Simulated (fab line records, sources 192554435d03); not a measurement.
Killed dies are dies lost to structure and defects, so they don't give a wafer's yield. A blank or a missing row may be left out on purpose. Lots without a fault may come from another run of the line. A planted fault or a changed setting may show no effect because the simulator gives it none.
fab line records | flow n5_finfet
record lots=5 wafers=15 last_day=17
route steps=1938 shown BEOL_M11@1583 BEOL_M12@1602
lots that met no fault: from a run of the same line without faults
start_h: hours from the record's first day to the start of the lot's first wafer shown | wait_h: hours since the lot's step before | " the same as in the row above | L1.1+2: a row that stands for several wafers | - no value, or no start given | * or withheld: withheld | < > ~ a bound
route shown NAME@n: a module of which the file shows steps, and the number in the route of the first | usual: mean/standard deviation of fault-free wafers | same: alike in all rows | chamber/n: place in a boat | sites: the reading at each site | _std_site: their standard deviation | _edge_site: outer sites' mean less inner sites' | radius_mm: how far each site lies from the wafer's centre | mask NAME#n: copy n | behind: the tool/chamber that last shaped the wafer | hold: why the lot was held/for how many hours/how that ended | device: the transistor (n, p or np) that didn't switch | end of line: the same wafers' tests at the end of the route | a step without rows: its recipe alone | killed: dies lost to structure and defects at the first sort, not the wafer's yield | map: a wafer's dies, x killed, . not, _ none there
set.NAME: the setting as run; set.NAME@STEP: as run at that earlier step | model.NAME: the simulator's own value behind a step, which no gauge read
lots at some steps of the route; a table a step, a row a wafer
services: from which hour (start_h, from the record's first day; less than 0 if before it) a tool's chamber was out of use, for how many hours, and why
## steps
# step N5_BEOL_M11_SRD_40
# recipe time_s=30 temp_c=23 rinse_liquid=diw dry=ipa_marangoni
# same time_s=30
# columns lot.wafer tool chamber start_h wait_h
L075.1+2+6 wet_bench-06 4,7,3 232.46 0.0
L078.2+4+5 wet_bench-01 6,7,0 259.27 0.0
L085.1+3+5 wet_bench-01 3,0,7 287.89 0.0
L090.2+4+5 wet_bench-04 4,6,0 312.77 0.0
L096.1+4+5 wet_bench-04 2,3,6 359.32 0.0
# step N5_BEOL_M11_PRECLEAN_42
# recipe chemistry=residue_remover time_s=60 temp_c=40
# same time_s=60
# columns lot.wafer tool chamber start_h wait_h
L075.1+2+6 wet_bench-06 4,7,3 232.48 0.0
L078.2+4+5 wet_bench-01 6,7,0 259.29 0.0
L085.1+3+5 wet_bench-01 3,0,7 287.91 0.0
L090.2+4+5 wet_bench-04 4,6,0 312.79 0.0
L096.1+4+5 wet_bench-04 2,3,6 359.33 0.0
# step N5_BEOL_M11_SRD_43
# recipe time_s=30 temp_c=23 rinse_liquid=diw dry=ipa_marangoni
# same time_s=30
# columns lot.wafer tool chamber start_h wait_h
L075.1+2+6 wet_bench-06 4,7,3 232.50 0.0
L078.2+4+5 wet_bench-01 6,7,0 259.30 0.0
L085.1+3+5 wet_bench-01 3,0,7 287.93 0.0
L090.2+4+5 wet_bench-04 4,6,0 312.80 0.0
L096.1+4+5 wet_bench-04 2,3,6 359.35 0.0
# step N5_BEOL_M11_CD_MEAS_35
# recipe target_cd_nm=70 polarity=opening
# usual cd_nm=70.0/0.56
# columns lot.wafer tool chamber start_h wait_h cd_nm
L075.1 cd_sem-03 - 232.54 0.0 69.2
L075.2 " - " " 69.3
L075.6 " - " " 69.5
L078.2 cd_sem-03 - 259.34 0.0 70.5
L078.4 " - " " 70.4
L078.5 " - " " 70.1
L085.1 cd_sem-02 - 287.97 0.0 69.7
L085.3 " - " " 69.1
L085.5 " - " " 69.1
L090.2 cd_sem-01 - 312.85 0.0 69.4
L090.4 " - " " 70.5
L090.5 " - " " 69.9
L096.1 cd_sem-03 - 359.39 0.0 69.7
L096.4 " - " " 70.3
L096.5 " - " " 69.7
# step N5_BEOL_M11_CURE_72
# recipe temp_c=370 time_s=120 ambient=DMADMS/He material=SiCOH_lowk
# usual lamp_power_pct=52.32/0.054 wafer_temp_C_max=371.8/0.49
# same time_s=120
# columns lot.wafer tool chamber start_h wait_h lamp_power_pct wafer_temp_C_max
L075.1 uv_cure-02 0 232.58 0.0 52.25 372.0
L075.2 " 0 " " 52.26 372.0
L075.6 " 0 " " 52.33 371.8
L078.2 uv_cure-02 1 259.43 0.1 52.24 373.0
L078.4 " 1 " " 52.28 372.9
L078.5 " 1 " " 52.35 372.8
L085.1 uv_cure-03 0 288.08 0.1 52.21 371.0
L085.3 " 0 " " 52.21 372.6
L085.5 " 0 " " 52.36 372.0
L090.2 uv_cure-01 1 312.94 0.1 52.30 372.4
L090.4 " 1 " " 52.28 372.3
L090.5 " 1 " " 52.27 372.1
L096.1 uv_cure-01 2 359.46 0.1 52.30 372.0
L096.4 " 2 " " 52.28 371.9
L096.5 " 2 " " 52.35 371.5
# step N5_BEOL_M11_DEGAS_44
# recipe ambient=vacuum temp_c=250 time_s=60
# usual heater_power_w=338/35
# same time_s=60
# columns lot.wafer tool chamber start_h wait_h heater_power_w
L075.1 pvd_sputter-01 - 233.56 0.9 364
L075.2 " - " " 292
L075.6 " - " " 299
L078.2 pvd_sputter-01 - 259.71 0.2 289
L078.4 " - " " 322
L078.5 " - " " 325
L085.1 pvd_sputter-01 - 288.40 0.3 288
L085.3 " - " " 380
L085.5 " - " " 377
L090.2 pvd_sputter-03 - 313.27 0.3 313
L090.4 " - " " 355
L090.5 " - " " 302
L096.1 pvd_sputter-02 - 359.78 0.3 325
L096.4 " - " " 295
L096.5 " - " " 321
# step N5_BEOL_M11_PRE_CLEAN_45
# recipe gas=H2/He time_s=30 temp_c=250
# usual heater_power_w=339/35
# same time_s=30
# columns lot.wafer tool chamber start_h wait_h heater_power_w
L075.1 pvd_sputter-01 - 233.60 0.0 377
L075.2 " - " " 289
L075.6 " - " " 288
L078.2 pvd_sputter-01 - 259.75 0.0 296
L078.4 " - " " 329
L078.5 " - " " 321
L085.1 pvd_sputter-01 - 288.44 0.0 287
L085.3 " - " " 373
L085.5 " - " " 378
L090.2 pvd_sputter-03 - 313.31 0.0 317
L090.4 " - " " 344
L090.5 " - " " 300
L096.1 pvd_sputter-02 - 359.82 0.0 323
L096.4 " - " " 309
L096.5 " - " " 318
# step N5_BEOL_M11_ALD_74
# recipe material=TaN target_thk_a=20 temp_c=275 ald_precursor_family=PDMAT ald_co_reactant=NH3 pressure_torr=3 carrier_flow_sccm=1500 pulse_time_s=2 purge_time_s=3 co_reactant_purge_time_s=2 co_reactant_pulse_time_s=3 ald_cycles=40 precursor_vessel_temp_c=75 precursor_vessel_pressure_torr=26.25 precursor_vessel_carrier_sccm=1000
# usual heater_power_w=421/41 precursor_vessel_pressure_torr=26.25/0.057 precursor_vessel_temp_c=74.97/0.12
# same pulse_time_s=2
# columns lot.wafer tool chamber start_h wait_h heater_power_w precursor_vessel_pressure_torr precursor_vessel_temp_c
L075.1 ald_metal-03 1 233.67 0.0 455 26.24 74.98
L075.2 " 2 " " 420 26.25 74.96
L075.6 " 1 " " 437 26.29 74.90
L078.2 ald_metal-02 0 259.81 0.0 425 26.34 74.98
L078.4 " 3 " " 390 26.30 74.73
L078.5 " 2 " " 435 26.18 74.91
L085.1 ald_metal-01 2 288.68 0.2 480 26.33 74.85
L085.3 " 1 " " 374 26.34 74.76
L085.5 " 0 " " 433 26.21 74.83
L090.2 ald_metal-02 1 313.37 0.0 470 26.21 74.93
L090.4 " 3 " " 405 26.33 74.88
L090.5 " 0 " " 417 26.11 75.02
L096.1 ald_metal-02 1 359.92 0.1 473 26.25 75.02
L096.4 " 3 " " 395 26.29 74.90
L096.5 " 1 " " 465 26.33 75.07
# step N5_BEOL_M11_SURFACE_TREAT_76
# recipe gas=Ar time_s=* ion_energy_ev=* ion_current_ma_cm2=0.5 pressure_mtorr=* ar_flow_sccm=30
# usual pressure_mtorr=* throttle_valve_pct=*
# same time_s=*
# columns lot.wafer tool chamber start_h wait_h pressure_mtorr throttle_valve_pct
L075.1 pvd_sputter-02 - 233.96 0.2 * *
L075.2 " - " " * *
L075.6 " - " " * *
L078.2 pvd_sputter-03 - 260.14 0.2 * *
L078.4 " - " " * *
L078.5 " - " " * *
L085.1 pvd_sputter-03 - 288.99 0.2 * *
L085.3 " - " " * *
L085.5 " - " " * *
L090.2 pvd_sputter-03 - 313.69 0.2 * *
L090.4 " - " " * *
L090.5 " - " " * *
L096.1 pvd_sputter-03 - 360.23 0.2 * *
L096.4 " - " " * *
L096.5 " - " " * *
# step N5_BEOL_M11_CVD_75
# recipe material=Co target_thk_a=20 temp_c=withheld precursor=CCTBA/H2 pressure_torr=30 time_s=138.9
# same time_s=138.9
# columns lot.wafer tool chamber start_h wait_h
L075.1+2+6 cvd_co-02 0,2,2 234.02 0.0
L078.2+4+5 cvd_co-01 0,2,1 260.22 0.1
L085.1+3+5 cvd_co-01 2,0,2 289.09 0.1
L090.2+4+5 cvd_co-02 0,2,0 313.98 0.3
L096.1+4+5 cvd_co-02 0,2,2 360.62 0.4
# step N5_BEOL_M11_SPUTTER_48
# recipe material=Cu target_thk_a=120 temp_c=-20 bias_v=60 power_w=26000 chamber_pressure_pa=0.13 time_s=2
# usual bias_v=60.0/0.58 chamber_pressure_pa=0.13/0.00029 throttle_valve_pct=29.9/1.4
# same time_s=2
# columns lot.wafer tool chamber start_h wait_h bias_v chamber_pressure_pa throttle_valve_pct
L075.1 pvd_sputter-01 - 234.13 0.1 59.5 0.13026 28.3
L075.2 " - " " 59.7 0.13011 30.4
L075.6 " - " " 59.9 0.13007 28.9
L078.2 pvd_sputter-03 - 260.38 0.1 59.6 0.12976 29.8
L078.4 " - " " 60.5 0.12994 28.1
L078.5 " - " " 60.0 0.12967 27.9
L085.1 pvd_sputter-01 - 289.40 0.3 59.2 0.13018 31.2
L085.3 " - " " 59.4 0.13 30.5
L085.5 " - " " 59.7 0.13022 31.1
L090.2 pvd_sputter-02 - 315.52 1.5 59.7 0.1299 29.9
L090.4 " - " " 60.4 0.13053 29.7
L090.5 " - " " 60.6 0.12978 29.4
L096.1 pvd_sputter-02 - 360.78 0.1 60.1 0.12996 29.5
L096.4 " - " " 60.0 0.12977 27.9
L096.5 " - " " 60.5 0.1297 29.6
# step N5_BEOL_M11_ECD_50
# recipe material=Cu target_thk_a=3180
# columns lot.wafer tool chamber start_h wait_h
L075.1+2+6 ecd_cu-02 1,0,1 234.25 0.1
L078.2+4+5 ecd_cu-01 0 260.50 0.1
L085.1+3+5 ecd_cu-01 0,0,1 289.52 0.1
L090.2+4+5 ecd_cu-01 0,0,1 315.64 0.1
L096.1+4+5 ecd_cu-02 0 360.90 0.1
# step N5_BEOL_M11_ANNEAL_51
# recipe temp_c=225 time_s=90 ambient=N2
# usual wafer_temp_C_max=225.92/0.22
# same time_s=90
# columns lot.wafer tool chamber start_h wait_h wafer_temp_C_max
L075.1 rtp_anneal-01 0 234.36 0.1 225.77
L075.2 " 0 " " 225.90
L075.6 " 0 " " 225.69
L078.2 rtp_anneal-01 0 260.80 0.3 225.73
L078.4 " 0 " " 226.27
L078.5 " 0 " " 225.79
L085.1 rtp_anneal-02 0 289.90 0.4 225.88
L085.3 " 0 " " 225.74
L085.5 " 0 " " 226.20
L090.2 rtp_anneal-01 0 315.79 0.1 225.91
L090.4 " 0 " " 225.91
L090.5 " 0 " " 225.85
L096.1 rtp_anneal-02 0 361.01 0.1 225.70
L096.4 " 0 " " 225.69
L096.5 " 0 " " 225.78
# step N5_BEOL_M11_CMP_52
# recipe stop_on=SiCOH_lowk t_overpolish_s=7 down_force_psi=1 platen_rpm=50 clearing_platen_down_force_psi=1.5 clearing_platen_rpm=50 post_cmp_clean=cu_alkaline target_thk_nm=140 clearing_platen_pad_velocity_m_s=0.99484 pad_velocity_m_s=0.99484
# usual barrier_field_endpoint_s=28.8/0.52 clearing_platen_down_force_psi=1.500/0.0031 motor_current_A=6.3/0.74 overpolish_run_s=7.000/0.0092 pad_life_wafers=1073/700 time_to_endpoint_s=65.9/2.4
# columns lot.wafer tool chamber start_h wait_h barrier_field_endpoint_s clearing_platen_down_force_psi motor_current_A overpolish_run_s pad_life_wafers time_to_endpoint_s
L075.1 cmp-01 3 234.69 0.3 28.5 1.497 6.2 6.995 1015 65.6
L075.2 " 1 " " 28.7 1.500 5.9 7.005 1017 63.4
L075.6 " 3 " " 29.1 1.497 6.1 6.997 - 66.6
L078.2 cmp-04 2 261.09 0.2 28.6 1.499 6.8 6.991 1975 66.1
L078.4 " 3 " " 29.2 1.496 6.3 6.996 1976 68.7
L078.5 " 1 " " 28.2 1.496 7.6 6.988 - 63.8
L085.3 cmp-02 0 290.25 0.2 28.8 1.501 5.9 6.977 409 68.2
L085.1 " 1 " " 29.2 1.498 5.8 7.018 410 68.3
L085.5 " 3 " " 29.7 1.502 5.8 7.013 - 64.0
L090.4 cmp-01 2 316.15 0.2 29.4 1.506 5.2 6.983 1650 64.1
L090.2 " 0 " " 28.5 1.501 6.3 7.000 1652 64.7
L090.5 " 3 " " 29.4 1.502 6.0 7.011 - 62.3
L096.4 cmp-01 1 361.34 0.2 28.9 1.504 5.9 6.988 1993 68.4
L096.1 " 2 " " 28.6 1.504 4.9 6.999 1994 63.6
L096.5 " 1 " " 29.0 1.503 5.8 7.006 - 65.8
# step N5_BEOL_M11_THK_MEAS_53
# recipe thk_meas_gauge=xrf reads=Cu_of_BEOL_M11_ECD_50
# usual M11_THK=137.7/2.6
# columns lot.wafer tool chamber start_h wait_h M11_THK[nm]
L075.1 film_metro-01 - 234.95 - 135.2
L075.2 " - " " 132.1
L075.6 " - " " 133.0
L078.2 film_metro-01 - 261.35 - 140.6
L078.4 " - " " 139.7
L078.5 " - " " 140.1
L085.1 film_metro-02 - 290.50 - 138.9
L085.3 " - " " 132.6
L085.5 " - " " 133.7
L090.2 film_metro-01 - 316.44 - 141.3
L090.4 " - " " 140.8
L090.5 " - " " 140.0
L096.1 film_metro-01 - 361.60 - 136.4
L096.4 " - " " 142.1
L096.5 " - " " 137.4
# step N5_BEOL_M11_PRE_CLEAN_55
# recipe gas=NH3 time_s=15 temp_c=withheld rf_power_w=300
# same time_s=15
# columns lot.wafer tool chamber start_h wait_h
L075.1+2+6 pecvd-01 2,1,2 234.99 0.0
L078.2+4+5 pecvd-01 2,2,1 261.39 0.0
L085.1+3+5 pecvd-01 2,1,1 290.54 0.0
L090.2+4+5 pecvd-04 1,0,2 316.48 0.0
L096.1+4+5 pecvd-04 2,2,1 361.64 0.0
# step N5_BEOL_M11_DEP_56
# recipe material=SiCN target_thk_a=300 temp_c=withheld precursor=3MS/NH3 pressure_torr=3 rf_w=675 time_s=10.5
# usual showerhead_plenum_p_Torr=4.168/0.019 throttle_valve_pct=18.0/0.68
# same time_s=10.5
# columns lot.wafer tool chamber start_h wait_h showerhead_plenum_p_Torr throttle_valve_pct
L075.1 pecvd-01 2 235.01 0.0 4.130 17.5
L075.2 " 1 " " 4.167 19.0
L075.6 " 2 " " 4.128 17.6
L078.2 pecvd-01 2 261.41 0.0 4.115 17.7
L078.4 " 2 " " 4.124 17.0
L078.5 " 1 " " 4.160 19.2
L085.1 pecvd-01 2 290.57 0.0 4.132 17.6
L085.3 " 1 " " 4.158 19.0
L085.5 " 1 " " 4.158 19.2
L090.2 pecvd-04 1 316.51 0.0 4.186 17.5
L090.4 " 0 " " 4.150 18.9
L090.5 " 2 " " 4.168 17.2
L096.1 pecvd-04 2 361.66 0.0 4.156 17.5
L096.4 " 2 " " 4.170 17.3
L096.5 " 1 " " 4.183 17.6
# step N5_BEOL_M11_RS_MEAS_57
# recipe thk_meas_gauge=four-point-probe reads=Cu_of_BEOL_M11_ECD_50+Co_of_BEOL_M11_CVD_75+TaN_of_BEOL_M11_ALD_74
# usual M11_RS=0.1496/0.003
# columns lot.wafer tool chamber start_h wait_h M11_RS[ohm/sq]
L075.1 film_metro-01 - 235.08 0.0 0.1514
L075.2 " - " " 0.1555
L075.6 " - " " 0.1547
L078.2 film_metro-01 - 261.48 0.0 0.1463
L078.4 " - " " 0.1478
L078.5 " - " " 0.1474
L085.1 film_metro-01 - 290.63 0.0 0.1491
L085.3 " - " " 0.1558
L085.5 " - " " 0.1548
L090.2 film_metro-01 - 316.57 0.0 0.1458
L090.4 " - " " 0.1459
L090.5 " - " " 0.1470
L096.1 film_metro-01 - 361.73 0.0 0.1523
L096.4 " - " " 0.1452
L096.5 " - " " 0.1502
# step N5_BEOL_M11_INSPECT_58
# recipe inspect_instrument=darkfield mode=post_dep
# usual raw_defect_count=75/24
# columns lot.wafer tool chamber start_h wait_h raw_defect_count
L075.1 defect_inspect-01 - 235.10 0.0 119
L075.2 " - " " 106
L075.6 " - " " 52
L078.2 defect_inspect-02 - 261.50 0.0 73
L078.4 " - " " 52
L078.5 " - " " 49
L085.1 defect_inspect-02 - 290.65 0.0 55
L085.3 " - " " 57
L085.5 " - " " 54
L090.2 defect_inspect-02 - 316.60 0.0 48
L090.4 " - " " 67
L090.5 " - " " 53
L096.1 defect_inspect-02 - 361.75 0.0 96
L096.4 " - " " 82
L096.5 " - " " 87
# step N5_BEOL_M12_ILD_DEP_00
# recipe material=SiOC target_thk_a=6589.2 temp_c=350 precursor=DEMS/O2 pressure_torr=5 rf_w=500 time_s=130.7
# usual heater_power_w=471/71 showerhead_plenum_p_Torr=5.689/0.018 throttle_valve_pct=12.1/0.68
# same time_s=130.7
# columns lot.wafer tool chamber start_h wait_h heater_power_w showerhead_plenum_p_Torr throttle_valve_pct
L075.1 pecvd-03 0 235.14 0.0 457 5.716 12.0
L075.2 " 1 " " 424 5.717 12.4
L075.6 " 1 " " 433 5.705 12.3
L078.2 pecvd-03 0 261.54 0.0 416 5.719 11.9
L078.4 " 2 " " 482 5.689 11.7
L078.5 " 0 " " 431 5.718 11.8
L085.1 pecvd-01 1 290.69 0.0 646 5.690 12.8
L085.3 " 0 " " 551 5.693 12.4
L085.5 " 2 " " 500 5.667 11.5
L090.2 pecvd-02 0 316.63 0.0 421 5.679 13.2
L090.4 " 2 " " 466 5.687 11.1
L090.5 " 1 " " 490 5.658 12.6
L096.1 pecvd-03 2 361.79 0.0 564 5.692 11.7
L096.4 " 1 " " 426 5.706 12.4
L096.5 " 0 " " 430 5.717 12.0
# step N5_BEOL_M12_THK_MEAS_01
# recipe reads=SiOC_of_BEOL_M12_ILD_DEP_00
# usual M12_ILD_THK=660/8.4
# columns lot.wafer tool chamber start_h wait_h M12_ILD_THK[nm]
L075.1 film_metro-02 - 235.27 0.1 653
L075.2 " - " " 651
L075.6 " - " " 660
L078.2 film_metro-01 - 261.67 0.1 656
L078.4 " - " " 660
L078.5 " - " " 665
L085.1 film_metro-01 - 290.82 0.1 656
L085.3 " - " " 653
L085.5 " - " " 661
L090.2 film_metro-01 - 316.76 0.1 648
L090.4 " - " " 672
L090.5 " - " " 675
L096.1 film_metro-01 - 361.92 0.1 645
L096.4 " - " " 657
L096.5 " - " " 662
# step N5_BEOL_M12_COAT_58
# recipe resist=BARC temp_c=205 time_s=60 spin_rpm=1500 resist_thk_nm=89
# usual plate_temp_C=205.03/0.15
# same time_s=60
# columns lot.wafer tool chamber start_h wait_h plate_temp_C
L075.1 litho_track-04 0 235.30 0.0 204.94
L075.2 " 0 " " 204.79
L075.6 " 0 " " 204.88
L078.2 litho_track-01 0 261.70 0.0 205.05
L078.4 " 0 " " 204.94
L078.5 " 0 " " 205.04
L085.1 litho_track-01 0 290.85 0.0 205.02
L085.3 " 0 " " 205.01
L085.5 " 0 " " 204.86
L090.2 litho_track-01 0 316.80 0.0 204.97
L090.4 " 0 " " 204.89
L090.5 " 0 " " 204.89
L096.1 litho_track-02 0 361.95 0.0 204.92
L096.4 " 0 " " 204.95
L096.5 " 0 " " 205.00
# step N5_BEOL_M12_COAT_04
# recipe spin_rpm=1625 resist_thk_nm=400
# columns lot.wafer tool chamber start_h wait_h
L075.1+2+6 litho_track-04 0 - -
L078.2+4+5 litho_track-01 0 - -
L085.1+3+5 litho_track-01 0 - -
L090.2+4+5 litho_track-01 0 - -
L096.1+4+5 litho_track-02 0 - -
# step N5_BEOL_M12_EBR_06
# recipe solvent=PGMEA ebr_width_mm=1.5
# columns lot.wafer tool chamber start_h wait_h
L075.1+2+6 litho_track-04 0 - -
L078.2+4+5 litho_track-01 0 - -
L085.1+3+5 litho_track-01 0 - -
L090.2+4+5 litho_track-01 0 - -
L096.1+4+5 litho_track-02 0 - -
# step N5_BEOL_M12_SOFTBAKE_05
# recipe temp_c=130 time_s=60
# usual plate_temp_C=130.01/0.14
# same time_s=60
# columns lot.wafer tool chamber start_h wait_h plate_temp_C
L075.1 litho_track-04 0 - - 129.89
L075.2 " 0 " " 130.19
L075.6 " 0 " " 129.97
L078.2 litho_track-01 0 - - 129.89
L078.4 " 0 " " 129.94
L078.5 " 0 " " 129.74
L085.1 litho_track-01 0 - - 130.30
L085.3 " 0 " " 130.05
L085.5 " 0 " " 130.22
L090.2 litho_track-01 0 - - 130.06
L090.4 " 0 " " 129.89
L090.5 " 0 " " 130.20
L096.1 litho_track-02 0 - - 129.91
L096.4 " 0 " " 129.89
L096.5 " 0 " " 129.80
# step N5_BEOL_M12_EXPOSE_07
# recipe mask_id=V11 na=0.93 source_shape=conventional sigma_outer=0.6 polarization=unpolarized attpsm_phase_deg=180 dose_mj=32.5
# columns lot.wafer tool chamber start_h wait_h mask
L075.1+2+6 krf_scanner-01 0 235.40 - V11#0
L078.2+4+5 krf_scanner-01 0 261.81 - V11#0
L085.1+3+5 krf_scanner-02 0 291.08 - V11#0
L090.2+4+5 krf_scanner-02 0 316.90 - V11#0
L096.1+4+5 krf_scanner-01 0 362.18 - V11#0
# step N5_BEOL_M12_PEB_08
# recipe peb_temp_c=130 peb_time_s=90
# usual plate_temp_C=129.98/0.17
# columns lot.wafer tool chamber start_h wait_h plate_temp_C
L075.1 litho_track-04 0 235.46 0.1 130.03
L075.2 " 0 " " 129.87
L075.6 " 0 " " 129.84
L078.2 litho_track-01 0 261.86 0.0 129.80
L078.4 " 0 " " 130.02
L078.5 " 0 " " 129.93
L085.1 litho_track-01 0 291.14 0.1 129.96
L085.3 " 0 " " 130.09
L085.5 " 0 " " 130.10
L090.2 litho_track-01 0 316.95 0.0 129.81
L090.4 " 0 " " 130.02
L090.5 " 0 " " 129.82
L096.1 litho_track-01 0 362.23 0.1 129.62
L096.4 " 0 " " 129.70
L096.5 " 0 " " 129.76
# step N5_BEOL_M12_DEVELOP_09
# recipe develop_time_s=45 rinse_liquid=diw dry=air_spin dev_temp_c=21
# columns lot.wafer tool chamber start_h wait_h
L075.1+2+6 litho_track-04 0 - -
L078.2+4+5 litho_track-01 0 - -
L085.1+3+5 litho_track-01 0 - -
L090.2+4+5 litho_track-01 0 - -
L096.1+4+5 litho_track-01 0 - -
# step N5_BEOL_M12_HARDBAKE_14
# recipe temp_c=130 time_s=120
# usual plate_temp_C=130.01/0.13
# same time_s=120
# columns lot.wafer tool chamber start_h wait_h plate_temp_C
L075.1 litho_track-04 0 - - 129.86
L075.2 " 0 " " 129.88
L075.6 " 0 " " 130.01
L078.2 litho_track-01 0 - - 130.05
L078.4 " 0 " " 130.04
L078.5 " 0 " " 130.11
L085.1 litho_track-01 0 - - 130.09
L085.3 " 0 " " 130.01
L085.5 " 0 " " 129.94
L090.2 litho_track-01 0 - - 130.24
L090.4 " 0 " " 130.21
L090.5 " 0 " " 130.05
L096.1 litho_track-01 0 - - 129.94
L096.4 " 0 " " 129.91
L096.5 " 0 " " 130.06
# step N5_BEOL_M12_CD_MEAS_10
# recipe target_cd_nm=140 landing_energy_ev=500 detector=se_inlens polarity=opening
# usual cd_nm=140.2/1.6
# columns lot.wafer tool chamber start_h wait_h cd_nm
L075.1 cd_sem-03 0 235.57 - 139.5
L075.2 " 0 " " 139.9
L075.6 " 0 " " 139.2
L078.2 cd_sem-03 0 261.97 - 137.6
L078.4 " 0 " " 139.2
L078.5 " 0 " " 137.5
L085.1 cd_sem-01 0 291.25 - 140.3
L085.3 " 0 " " 140.1
L085.5 " 0 " " 141.0
L090.2 cd_sem-03 0 317.07 - 139.7
L090.4 " 0 " " 141.7
L090.5 " 0 " " 139.4
L096.1 cd_sem-01 0 362.35 - 139.9
L096.4 " 0 " " 140.6
L096.5 " 0 " " 139.0
# step N5_BEOL_M12_OVL_MEAS_11
# recipe points_per_wafer=44
# usual V11_OVL=-5/5.2
# columns lot.wafer tool chamber start_h wait_h V11_OVL[nm]
L075.1 overlay-01 0 235.60 0.0 -11
L075.2 " 0 " " -4
L075.6 " 0 " " -3
L078.2 overlay-01 0 262.00 0.0 -1
L078.4 " 0 " " 0
L078.5 " 0 " " 0
L085.1 overlay-01 0 291.28 0.0 -2
L085.3 " 0 " " 1
L085.5 " 0 " " 5
L090.2 overlay-02 0 317.10 0.0 -7
L090.4 " 0 " " -10
L090.5 " 0 " " -4
L096.1 overlay-01 0 362.38 0.0 0
L096.4 " 0 " " -3
L096.5 " 0 " " -1
# step N5_BEOL_M12_INSPECT_12
# recipe mode=adi inspect_instrument=macro
# usual raw_defect_count=2.1/1.5
# columns lot.wafer tool chamber start_h wait_h raw_defect_count
L075.1 defect_inspect-01 - 235.63 0.0 0
L075.2 " - " " 3
L075.6 " - " " 3
L078.2 defect_inspect-02 - 262.03 0.0 3
L078.4 " - " " 4
L078.5 " - " " 1
L085.1 defect_inspect-02 - 291.31 0.0 4
L085.3 " - " " 1
L085.5 " - " " 2
L090.2 defect_inspect-01 - 317.12 0.0 1
L090.4 " - " " 2
L090.5 " - " " 3
L096.1 defect_inspect-02 - 362.40 0.0 1
L096.4 " - " " 3
L096.5 " - " " 3
# step N5_BEOL_M12_DESCUM_15
# recipe chemistry=O2 time_s=7.9 source_power_w=50 bias_power_w=20 pressure_mtorr=20 rf_frequency_hz=2.712e+07 temp_c=40 o2_flow_sccm=225
# usual drypump_motor_current_A=5.9/0.53 oes_product_au=0.79/0.077 rf_vpp_V=242.9/1.4 showerhead_plenum_p_Torr=2.08/0.069 throttle_valve_pct=20.45/0.23
# same time_s=7.9
# columns lot.wafer tool chamber start_h wait_h drypump_motor_current_A oes_product_au rf_hours_counter_h rf_vpp_V showerhead_plenum_p_Torr throttle_valve_pct
L075.1 rie_diel-04 3 235.66 0.0 6.0 0.81 81 245.7 2.21 20.36
L075.2 " 2 " " 5.8 0.80 93 241.3 2.03 20.52
L075.6 " 1 " " 6.0 0.91 - 241.9 2.05 20.34
L078.2 rie_diel-04 3 262.10 0.1 6.0 0.80 91 244.8 2.21 20.38
L078.4 " 1 " " 5.9 0.88 34 243.4 2.04 20.37
L078.5 " 0 " " 6.5 0.91 - 243.2 2.06 20.34
L085.1 rie_diel-04 0 291.36 0.1 6.5 0.88 31 243.3 2.06 20.36
L085.3 " 2 " " 5.8 0.78 112 241.9 2.02 20.57
L085.5 " 0 " " 6.5 0.90 - 242.8 2.06 20.35
L090.2 rie_diel-04 1 317.15 0.0 5.9 0.85 52 242.5 2.04 20.39
L090.4 " 2 " " 5.8 0.78 121 241.9 2.02 20.59
L090.5 " 3 " " 6.0 0.78 - 245.5 2.20 20.41
L096.1 rie_diel-06 2 362.44 0.0 5.9 0.68 222 241.5 1.98 20.37
L096.4 " 1 " " 5.7 0.70 205 244.7 2.17 20.93
L096.5 " 2 " " 5.9 0.68 - 240.6 1.99 20.36
# step N5_BEOL_M12_ETCH_59
# recipe chemistry=N2/H2 target=BARC target_depth_a=890 overetch_a=267 time_s=67.9 ion_energy_ev=200 pressure_mtorr=30 source_w=840 bias_w=150 n2_flow_sccm=200 h2_flow_sccm=200
# usual drypump_motor_current_A=5.9/0.53 oes_product_au=0.67/0.062 rf_vpp_V=523.3/2.3 showerhead_plenum_p_Torr=2.52/0.083 throttle_valve_pct=17.92/0.25
# same time_s=67.9
# columns lot.wafer tool chamber start_h wait_h drypump_motor_current_A oes_product_au rf_hours_counter_h rf_vpp_V showerhead_plenum_p_Torr throttle_valve_pct
L075.1 rie_diel-04 3 235.70 0.0 6.0 0.69 81 527.2 2.68 17.77
L075.2 " 2 " " 5.9 0.68 93 522.1 2.46 17.97
L075.6 " 1 " " 5.9 0.78 - 523.7 2.49 17.76
L078.2 rie_diel-04 3 262.13 0.0 6.0 0.69 91 525.0 2.68 17.81
L078.4 " 1 " " 6.0 0.76 34 521.1 2.49 17.77
L078.5 " 0 " " 6.5 0.78 - 522.4 2.48 17.59
L085.1 rie_diel-04 0 291.40 0.0 6.5 0.75 31 524.2 2.48 17.62
L085.3 " 2 " " 5.8 0.67 112 521.7 2.45 18.00
L085.5 " 0 " " 6.5 0.76 - 522.0 2.48 17.61
L090.2 rie_diel-04 1 317.19 0.0 6.0 0.73 52 522.2 2.48 17.83
L090.4 " 2 " " 5.9 0.66 121 523.1 2.45 18.02
L090.5 " 3 " " 6.0 0.67 - 527.6 2.67 17.84
L096.1 rie_diel-06 2 362.47 0.0 6.0 0.59 222 519.9 2.41 17.81
L096.4 " 1 " " 5.7 0.60 205 526.6 2.63 18.36
L096.5 " 2 " " 5.9 0.59 - 519.6 2.41 17.81
## services
# columns tool chamber start_h hours kind
rie_diel-04 1 209.25 5.5 repair
ald_metal-02 0 223.66 15.9 repair
uv_cure-01 - 226.66 10.1 repair
krf_scanner-01 - 227.69 0.8 pm
krf_scanner-02 - 229.65 11.5 repair
rie_diel-04 0 234.06 1.5 repair
cvd_co-01 0 240.44 2.5 repair
krf_scanner-01 - 255.86 3.0 pm
krf_scanner-01 - 269.26 1.0 pm
krf_scanner-02 - 275.60 1.3 pm
krf_scanner-02 - 288.62 1.0 pm
krf_scanner-01 - 289.81 1.3 pm
wet_bench-01 - 300.52 4.7 repair
pecvd-04 - 304.29 2.8 pm
cvd_co-01 2 304.49 1.7 repair
cmp-01 - 304.58 3.6 pm
cmp-01 - 308.18 7.7 pm
pecvd-04 2 309.11 4.2 repair
cvd_co-02 2 328.72 11.9 repair
ald_metal-02 - 331.92 0.4 repair
rie_diel-04 1 342.58 5.9 repair
pvd_sputter-01 - 347.55 1.5 repair
rie_diel-04 3 353.66 5.1 repair
wet_bench-04 - 359.70 5.5 repair
## key
fault none
